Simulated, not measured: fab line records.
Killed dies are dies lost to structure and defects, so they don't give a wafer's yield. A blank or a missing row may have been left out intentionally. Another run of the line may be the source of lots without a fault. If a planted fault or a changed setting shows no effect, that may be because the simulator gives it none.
fab line records	flow n5_finfet
[record] lots = 6	wafers = 18	last_day = 17
route steps=1938 shown BEOL_M11@1596 BEOL_M12@1602 PASSIVATION@1936
lots with no fault: from the same line, run without faults
start_h: hours from the record's opening day to when the first of the lot's shown wafers began	wait_h: how many hours have passed since the lot's step before this one	" identical to the entry in the row above	L1.1+2: one row covering several wafers at once	- no value present, or no start provided	* or withheld: withheld	< > ~ a bound
route shown NAME@n: a module of which the file shows steps, and the number in the route of the first	usual: mean/standard deviation taken from wafers without a fault	same: alike in all rows	chamber/n: place in a boat	sites: each site's reading	_std_site: their standard deviation	_edge_site: the outer-site mean with the inner-site mean subtracted	radius_mm: for every site, how far away it sits from the centre of the wafer	mask NAME#n: copy n	behind: the last tool/chamber to shape the wafer	hold: cause of the lot's hold/its duration in hours/its outcome	device: the transistor (n, p or np) that didn't switch	end of line: at the end of the route, the tests of the same wafers	a step with no rows: only its recipe	killed: the dies lost at the first sort to structure and to defects; this is not the yield of the wafer	map: a wafer's dies, marking killed ones x, the rest . and places with no die _
set.NAME: setting as actually run; set.NAME@STEP: the setting as run at that earlier step	model.NAME: the simulator's own value behind a step, which no gauge read
lots at some steps of the route; a table a step, a row a wafer
services: when a tool's chamber went out of use (start_h, in hours from the record's first day, below 0 if earlier), for how many hours, and the reason
[[steps]]
[step N5_BEOL_M11_CMP_52]
[recipe] stop_on = SiCOH_lowk	t_overpolish_s = 7	down_force_psi = 1	platen_rpm = 50	clearing_platen_down_force_psi = 1.5	clearing_platen_rpm = 50	post_cmp_clean = cu_alkaline	target_thk_nm = 140	clearing_platen_pad_velocity_m_s = 0.99484	pad_velocity_m_s = 0.99484
[usual] barrier_field_endpoint_s = 29.0/0.69	clearing_platen_down_force_psi = 1.5006/0.003	motor_current_A = 6.2/0.5	overpolish_run_s = 7.000/0.0089	time_to_endpoint_s = 66/3.2
lot.wafer	tool	chamber	start_h	wait_h	barrier_field_endpoint_s	clearing_platen_down_force_psi	motor_current_A	overpolish_run_s	time_to_endpoint_s
L749.1	cmp-02	1	222.00	0.3	29.5	1.4964	6.2	7.004	65
L749.2	"	3	"	"	28.4	1.5012	5.7	7.000	64
L749.5	"	0	"	"	27.8	1.5025	6.3	6.997	61
L750.1	cmp-04	1	238.50	0.3	29.2	1.4969	5.2	7.001	68
L750.2	"	3	"	"	28.4	1.4979	6.9	7.007	64
L750.5	"	1	"	"	29.2	1.5012	5.6	7.010	68
L758.2	cmp-02	2	289.49	0.2	29.5	1.5014	6.0	7.012	70
L758.1	"	3	"	"	28.9	1.4977	5.4	6.985	66
L758.5	"	2	"	"	29.5	1.4978	6.2	7.000	68
L759.3	cmp-01	1	294.58	0.4	29.1	1.5055	5.9	6.998	68
L759.1	"	2	"	"	28.3	1.5028	5.8	6.992	67
L759.6	"	0	"	"	30.6	1.4974	6.2	7.007	73
L764.4	cmp-02	3	320.32	0.2	29.1	1.5016	5.8	7.018	70
L764.3	"	0	"	"	28.7	1.4957	6.0	6.997	67
L764.1	"	1	"	"	29.0	1.4980	6.9	6.985	67
L771.4	cmp-02	1	365.73	0.2	29.3	1.5006	6.5	7.020	63
L771.2	"	2	"	"	28.6	1.5011	6.2	6.995	67
L771.6	"	0	"	"	28.7	1.4987	6.6	6.993	61
[step N5_BEOL_M11_THK_MEAS_53]
[recipe] thk_meas_gauge = xrf	reads = Cu_of_BEOL_M11_ECD_50
[usual] M11_THK = 133/3.8
lot.wafer	tool	chamber	start_h	wait_h	M11_THK[nm]
L749.1	film_metro-02	-	222.26	-	133
L749.2	"	-	"	"	132
L749.5	"	-	"	"	133
L750.1	film_metro-02	-	238.79	-	134
L750.2	"	-	"	"	133
L750.5	"	-	"	"	135
L758.1	film_metro-01	-	289.74	-	138
L758.2	"	-	"	"	142
L758.5	"	-	"	"	143
L759.1	film_metro-01	-	294.84	-	129
L759.3	"	-	"	"	130
L759.6	"	-	"	"	133
L764.1	film_metro-01	-	320.57	-	141
L764.3	"	-	"	"	131
L764.4	"	-	"	"	133
L771.2	film_metro-02	-	365.99	-	137
L771.4	"	-	"	"	140
L771.6	"	-	"	"	137
[step N5_BEOL_M11_PRE_CLEAN_55]
[recipe] gas = NH3	time_s = 15	temp_c = withheld	rf_power_w = 300
[step N5_BEOL_M11_DEP_56]
[recipe] material = SiCN	target_thk_a = 300	temp_c = withheld	precursor = 3MS/NH3	pressure_torr = 3	rf_w = 675	time_s = 10.5
[usual] showerhead_plenum_p_Torr = 4.149/0.012	showerhead_vpp_V = 1582/56	throttle_valve_pct = 18.0/1.3
lot.wafer	tool	chamber	start_h	wait_h	showerhead_plenum_p_Torr	showerhead_vpp_V	throttle_valve_pct
L749.1	pecvd-02	2	222.32	0.0	4.133	1583	16.5
L749.2	"	0	"	"	4.143	1607	18.1
L749.5	"	2	"	"	4.141	1599	16.5
L750.1	pecvd-02	1	238.87	0.0	4.168	1590	19.1
L750.2	"	2	"	"	4.136	1562	16.9
L750.5	"	1	"	"	4.146	1581	18.8
L758.1	pecvd-02	2	289.80	0.0	4.143	1600	16.5
L758.2	"	1	"	"	4.150	1620	18.8
L758.5	"	0	"	"	4.145	1613	18.0
L759.1	pecvd-04	0	294.90	0.0	4.139	1579	19.0
L759.3	"	2	"	"	4.163	1619	17.7
L759.6	"	1	"	"	4.146	1494	18.9
L764.1	pecvd-02	2	320.64	0.0	4.138	1562	16.8
L764.3	"	1	"	"	4.159	1580	18.8
L764.4	"	1	"	"	4.163	1591	19.0
L771.2	pecvd-01	0	366.05	0.0	4.136	1601	16.9
L771.4	"	2	"	"	4.163	1482	15.9
L771.6	"	0	"	"	4.132	1610	16.6
[step N5_BEOL_M11_RS_MEAS_57]
[recipe] thk_meas_gauge = four-point-probe	reads = Cu_of_BEOL_M11_ECD_50+Co_of_BEOL_M11_CVD_75+TaN_of_BEOL_M11_ALD_74
[usual] M11_RS = 0.153/0.0046
lot.wafer	tool	chamber	start_h	wait_h	M11_RS[ohm/sq]
L749.1	film_metro-02	-	222.38	0.0	0.153
L749.2	"	-	"	"	0.155
L749.5	"	-	"	"	0.154
L750.1	film_metro-01	-	238.95	0.1	0.153
L750.2	"	-	"	"	0.154
L750.5	"	-	"	"	0.151
L758.1	film_metro-01	-	289.87	0.0	0.148
L758.2	"	-	"	"	0.143
L758.5	"	-	"	"	0.143
L759.1	film_metro-01	-	294.97	0.0	0.159
L759.3	"	-	"	"	0.158
L759.6	"	-	"	"	0.154
L764.1	film_metro-02	-	320.70	0.0	0.144
L764.3	"	-	"	"	0.156
L764.4	"	-	"	"	0.152
L771.2	film_metro-01	-	366.12	0.0	0.147
L771.4	"	-	"	"	0.144
L771.6	"	-	"	"	0.148
[step N5_BEOL_M11_INSPECT_58]
[recipe] inspect_instrument = darkfield	mode = post_dep
[usual] raw_defect_count = 80/31
lot.wafer	tool	chamber	start_h	wait_h	raw_defect_count
L749.1	defect_inspect-01	-	222.41	0.0	103
L749.2	"	-	"	"	65
L749.5	"	-	"	"	68
L750.1	defect_inspect-01	-	238.97	0.0	67
L750.2	"	-	"	"	42
L750.5	"	-	"	"	53
L758.1	defect_inspect-01	-	289.89	0.0	147
L758.2	"	-	"	"	107
L758.5	"	-	"	"	136
L759.1	defect_inspect-01	-	294.99	0.0	80
L759.3	"	-	"	"	50
L759.6	"	-	"	"	44
L764.1	defect_inspect-01	-	320.72	0.0	62
L764.3	"	-	"	"	97
L764.4	"	-	"	"	74
L771.2	defect_inspect-01	-	366.14	0.0	58
L771.4	"	-	"	"	74
L771.6	"	-	"	"	76
[step N5_BEOL_M12_ILD_DEP_00]
[recipe] material = SiOC	target_thk_a = 6589.2	temp_c = 350	precursor = DEMS/O2	pressure_torr = 5	rf_w = 500	time_s = 130.7
[usual] heater_power_w = 514/75	showerhead_plenum_p_Torr = 5.688/0.012	showerhead_vpp_V = 1371/61	throttle_valve_pct = 11.8/1
lot.wafer	tool	chamber	start_h	wait_h	heater_power_w	showerhead_plenum_p_Torr	showerhead_vpp_V	throttle_valve_pct
L749.1	pecvd-01	1	222.45	0.0	530	5.692	1413	13.8
L749.2	"	0	"	"	559	5.682	1383	10.9
L749.5	"	1	"	"	456	5.700	1451	13.5
L750.1	pecvd-01	2	239.01	0.0	587	5.715	1244	10.4
L750.2	"	1	"	"	543	5.676	1434	13.6
L750.5	"	2	"	"	595	5.708	1277	10.4
L758.1	pecvd-03	0	289.93	0.0	466	5.687	1333	11.9
L758.2	"	2	"	"	402	5.691	1445	12.0
L758.5	"	2	"	"	320	5.687	1412	12.1
L759.1	pecvd-03	1	295.03	0.0	504	5.663	1393	11.0
L759.3	"	0	"	"	532	5.690	1304	11.9
L759.6	"	0	"	"	428	5.678	1315	11.8
L764.1	pecvd-01	0	320.76	0.0	526	5.679	1398	10.8
L764.3	"	2	"	"	522	5.706	1288	10.4
L764.4	"	2	"	"	547	5.692	1258	10.4
L771.2	pecvd-04	1	366.18	0.0	593	5.677	1284	12.5
L771.4	"	0	"	"	498	5.675	1362	12.4
L771.6	"	2	"	"	530	5.689	1403	11.9
[step N5_BEOL_M12_THK_MEAS_01]
[recipe] reads = SiOC_of_BEOL_M12_ILD_DEP_00
[usual] M12_ILD_THK = 658/8.9
lot.wafer	tool	chamber	start_h	wait_h	M12_ILD_THK[nm]
L749.1	film_metro-01	-	222.63	0.1	650
L749.2	"	-	"	"	630
L749.5	"	-	"	"	654
L750.1	film_metro-01	-	239.14	0.1	657
L750.2	"	-	"	"	660
L750.5	"	-	"	"	661
L758.1	film_metro-02	-	290.06	0.1	654
L758.2	"	-	"	"	651
L758.5	"	-	"	"	659
L759.1	film_metro-01	-	295.16	0.1	665
L759.3	"	-	"	"	657
L759.6	"	-	"	"	669
L764.1	film_metro-02	-	320.89	0.1	659
L764.3	"	-	"	"	648
L764.4	"	-	"	"	665
L771.2	film_metro-02	-	366.31	0.1	648
L771.4	"	-	"	"	668
L771.6	"	-	"	"	657
[step N5_BEOL_M12_COAT_58]
[recipe] resist = BARC	temp_c = 205	time_s = 60	spin_rpm = 1500	resist_thk_nm = 89
[step N5_BEOL_M12_COAT_04]
[recipe] spin_rpm = 1625	resist_thk_nm = 400
[step N5_BEOL_M12_EBR_06]
[recipe] solvent = PGMEA	ebr_width_mm = 1.5
[step N5_BEOL_M12_SOFTBAKE_05]
[recipe] temp_c = 130	time_s = 60
[step N5_BEOL_M12_EXPOSE_07]
[recipe] mask_id = V11	na = 0.93	source_shape = conventional	sigma_outer = 0.6	polarization = unpolarized	attpsm_phase_deg = 180	dose_mj = 32.5
[usual] exposure_dose_mJ_cm2 = 32.47/0.03
[same] na = 0.93
lot.wafer	tool	chamber	start_h	wait_h	mask	exposure_dose_mJ_cm2
L749.1	krf_scanner-01	0	222.76	-	V11#0	32.47
L749.2	"	0	"	"	V11#0	32.49
L749.5	"	0	"	"	V11#0	32.50
L750.1	krf_scanner-02	0	239.40	-	V11#0	32.46
L750.2	"	0	"	"	V11#0	32.49
L750.5	"	0	"	"	V11#0	32.40
L758.1	krf_scanner-02	0	290.32	-	V11#0	33.44
L758.2	"	0	"	"	V11#0	33.39
L758.5	"	0	"	"	V11#0	33.43
L759.1	krf_scanner-02	0	295.42	-	V11#0	33.25
L759.3	"	0	"	"	V11#0	33.26
L759.6	"	0	"	"	V11#0	33.23
L764.1	krf_scanner-01	0	321.02	-	V11#0	32.46
L764.3	"	0	"	"	V11#0	32.46
L764.4	"	0	"	"	V11#0	32.44
L771.2	krf_scanner-01	0	366.57	-	V11#0	32.46
L771.4	"	0	"	"	V11#0	32.46
L771.6	"	0	"	"	V11#0	32.45
[step N5_BEOL_M12_PEB_08]
[recipe] peb_temp_c = 130	peb_time_s = 90
[step N5_PASSIVATION_PROBE_49]
[usual] defect_limited_yield = 90.9/1.5	killed_at_M0_to_M3 = 36/9.9	killed_at_M4_up = 13/4.5	killed_at_contacts = 13/6.4	killed_at_front_end = 42/12	killed_at_other = 3.4/3	killed_dies = 107/18	killed_on_rim = 14/4.3	killed_open = 69/13	killed_short = 35/8.2	sort_bin_5_function = 5.3/1.1	sort_bin_6_memory = 3.4/0.69	sort_n_pass = 1073/18	sort_yield_pct = 90.9/1.5
[same] gross_dies = 1180	killed_at_back_side = 0	sort_bin_4_leakage[%] = 0	sort_bin_8_speed[%] = 0
lot.wafer	tool	chamber	start_h	wait_h	defect_limited_yield[%]	killed_at_M0_to_M3	killed_at_M4_up	killed_at_contacts	killed_at_front_end	killed_at_other	killed_dies	killed_on_rim	killed_open	killed_short	sort_bin_5_function[%]	sort_bin_6_memory[%]	sort_n_pass	sort_yield_pct[%]
L750.1	prober-01	-	275.51	0.0	90.3	41	15	13	41	4	114	16	71	43	6.4	2.8	1066	90.3
L750.2	prober-01	-	275.56	0.1	93.8	29	8	4	23	9	73	9	44	29	3.2	2.5	1107	93.8
L750.5	prober-01	-	275.71	0.2	92.8	27	7	15	31	5	85	14	56	29	4.4	2.5	1095	92.8
L758.1	prober-02	-	331.58	0.0	88.5	45	12	11	67	1	136	11	87	45	6.4	4.9	1044	88.5
L758.2	prober-02	-	331.63	0.1	92.5	24	21	7	34	2	88	13	54	31	4.4	2.6	1092	92.5
L758.5	prober-02	-	331.78	0.2	91.4	23	12	9	58	0	102	14	69	31	4.2	4.0	1078	91.4
L759.1	prober-01	-	333.57	0.0	91.8	46	17	6	28	0	97	10	60	37	4.6	3.4	1083	91.8
L759.3	prober-01	-	333.67	0.1	90.3	37	18	9	48	3	115	16	74	36	5.6	3.5	1065	90.3
L759.6	prober-01	-	333.82	0.3	91.4	37	8	11	45	1	102	11	67	33	4.7	3.6	1078	91.4
L764.1	prober-01	-	354.01	0.0	88.4	40	14	23	58	2	137	16	102	34	7.6	3.9	1043	88.4
L764.3	prober-01	-	354.11	0.1	90.0	34	5	26	47	6	118	16	79	39	6.4	3.3	1062	90.0
L764.4	prober-01	-	354.16	0.2	89.7	24	10	30	53	4	121	24	87	29	5.8	3.6	1059	89.7
// killed by level:class
L750.1 BEOL_M0_SAQP:geometric_particle:short=19 BEOL_M0_SAQP:geometric_particle:open=18 FIN_SAQP:geometric_particle:open=15 MOL_CONTACT_COAG:geometric_particle:open=12 FIN_SAQP:geometric_particle:short=9 BEOL_M4:geometric_particle:open=5 STARTING-WAFER:geometric_particle:short=4 STI_FIN_REVEAL:geometric_particle:open=3
L750.2 BEOL_M0_SAQP:geometric_particle:short=8 BEOL_M0_SAQP:geometric_particle:open=7 BEOL_M2:geometric_particle:open=6 STI_FIN_REVEAL:geometric_particle:short=3 STI_FIN_REVEAL:geometric_particle:open=3 ILD0:geometric_particle:open=3 MOL_CONTACT_COAG:geometric_particle:open=3 BEOL_M3:geometric_particle:open=3
L750.5 FIN_SAQP:geometric_particle:open=18 MOL_CONTACT_COAG:geometric_particle:open=9 BEOL_M0_SAQP:geometric_particle:short=8 MOL_CONTACT_COAG:geometric_particle:short=6 BEOL_M3:geometric_particle:open=5 BEOL_M2:geometric_particle:open=4 STARTING-WAFER:geometric_particle:open=3 BEOL_M0_SAQP:geometric_particle:open=3
L758.1 FIN_SAQP:geometric_particle:open=18 STI_FIN_REVEAL:geometric_particle:open=17 BEOL_M0_SAQP:geometric_particle:open=13 FIN_SAQP:geometric_particle:short=12 BEOL_M0_SAQP:geometric_particle:short=12 MOL_CONTACT_COAG:geometric_particle:open=8 DUMMY_GATE:geometric_particle:open=5 GATE_CUT:geometric_particle:short=5
L758.2 FIN_SAQP:geometric_particle:short=9 BEOL_M0_SAQP:geometric_particle:open=8 BEOL_M4:geometric_particle:open=8 BEOL_M0_SAQP:geometric_particle:short=6 BEOL_M5:geometric_particle:open=6 FIN_SAQP:geometric_particle:open=5 MOL_CONTACT_COAG:geometric_particle:open=5 GATE_CUT:geometric_particle:short=4
L758.5 FIN_SAQP:geometric_particle:open=14 FIN_SAQP:geometric_particle:short=11 BEOL_M4:geometric_particle:open=10 STI_FIN_REVEAL:geometric_particle:open=9 MOL_CONTACT_COAG:geometric_particle:open=8 DUMMY_GATE:geometric_particle:open=7 STI_FIN_REVEAL:geometric_particle:short=4 BEOL_M3:geometric_particle:open=4
L759.1 BEOL_M2:geometric_particle:open=13 FIN_SAQP:geometric_particle:short=9 BEOL_M0_SAQP:geometric_particle:short=9 FIN_SAQP:geometric_particle:open=6 MOL_CONTACT_COAG:geometric_particle:open=6 BEOL_M3:geometric_particle:open=6 BEOL_M1:geometric_particle:open=5 BEOL_M2:geometric_particle:short=5
L759.3 BEOL_M1:geometric_particle:open=11 FIN_SAQP:geometric_particle:short=9 STI_FIN_REVEAL:geometric_particle:open=9 MOL_CONTACT_COAG:geometric_particle:open=9 BEOL_M0_SAQP:geometric_particle:short=9 FIN_SAQP:geometric_particle:open=7 BEOL_M4:geometric_particle:open=7 BEOL_M0_SAQP:geometric_particle:open=5
L759.6 FIN_SAQP:geometric_particle:short=13 BEOL_M0_SAQP:geometric_particle:open=12 MOL_CONTACT_COAG:geometric_particle:open=10 FIN_SAQP:geometric_particle:open=9 BEOL_M2:geometric_particle:open=9 BEOL_M0_SAQP:geometric_particle:short=6 ILD0:geometric_particle:open=4 BEOL_M3:geometric_particle:open=4
L764.1 FIN_SAQP:geometric_particle:open=29 MOL_CONTACT_COAG:geometric_particle:open=18 BEOL_M3:geometric_particle:open=10 BEOL_M0_SAQP:geometric_particle:short=9 BEOL_M1:geometric_particle:open=6 MOL_CONTACT_COAG:geometric_particle:short=5 BEOL_M0_SAQP:geometric_particle:open=5 BEOL_M4:geometric_particle:open=4
L764.3 MOL_CONTACT_COAG:geometric_particle:open=22 FIN_SAQP:geometric_particle:open=15 FIN_SAQP:geometric_particle:short=14 STI_FIN_REVEAL:geometric_particle:open=10 BEOL_M2:geometric_particle:open=9 BEOL_M0_SAQP:geometric_particle:short=9 BEOL_M1:geometric_particle:open=6 BEOL_M4:geometric_particle:open=4
L764.4 MOL_CONTACT_COAG:geometric_particle:open=26 FIN_SAQP:geometric_particle:short=10 BEOL_M3:geometric_particle:open=10 FIN_SAQP:geometric_particle:open=9 STI_FIN_REVEAL:geometric_particle:open=9 BEOL_M4:geometric_particle:open=5 STARTING-WAFER:geometric_particle:open=5 HKMG_FIN:area_etch=5
[[services]]
tool	chamber	start_h	hours	kind
krf_scanner-01	-	199.60	0.8	pm
krf_scanner-01	-	201.82	1.3	pm
krf_scanner-01	-	205.23	4.4	pm
pecvd-04	-	218.53	6.0	pm
cmp-04	-	223.82	2.0	repair
pecvd-03	2	228.10	7.4	repair
krf_scanner-01	-	235.01	1.0	pm
krf_scanner-02	-	236.83	1.0	pm
pecvd-02	0	238.79	12.3	repair
cmp-01	-	245.17	0.8	repair
cmp-04	-	254.89	5.3	pm
pecvd-04	0	272.73	8.0	repair
pecvd-01	0	276.77	4.4	repair
cmp-01	-	278.41	0.9	repair
pecvd-04	-	286.91	2.5	repair
krf_scanner-01	-	291.97	0.8	pm
pecvd-03	-	305.30	1.0	repair
cmp-01	-	308.00	1.2	repair
krf_scanner-02	-	317.40	4.4	pm
pecvd-03	-	330.53	1.1	repair
cmp-02	-	333.85	0.5	repair
krf_scanner-02	-	340.69	0.8	pm
pecvd-02	0	342.26	4.8	repair
cmp-02	-	366.59	1.7	repair
[[key]]
[first_sign] step = N5_BEOL_M12_EXPOSE_07	reading = exposure_dose_mJ_cm2	direction = up	sigmas = 28	usual = 32.47	struck = 33.33
effect none on later readings
met_at N5_BEOL_M12_EXPOSE_07
struck_wafers L758.1,L758.2,L758.5,L759.1,L759.3,L759.6
[loop_trim] step = N5_BEOL_M12_EXPOSE_07	setting = dose	lots = L759
onset_between 239.40 290.32
[fault] kind = process_parameter_drift	tool = krf_scanner-02	chamber = -	onset_h = 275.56	steps = N5_BEOL_M12_EXPOSE_07	channel = dose_mj	offset = 0.98215	shape = step	acts_in = these_recipes_only	stated = 32.5
// loop_trim: a control loop set the setting to another value than it would have without faults
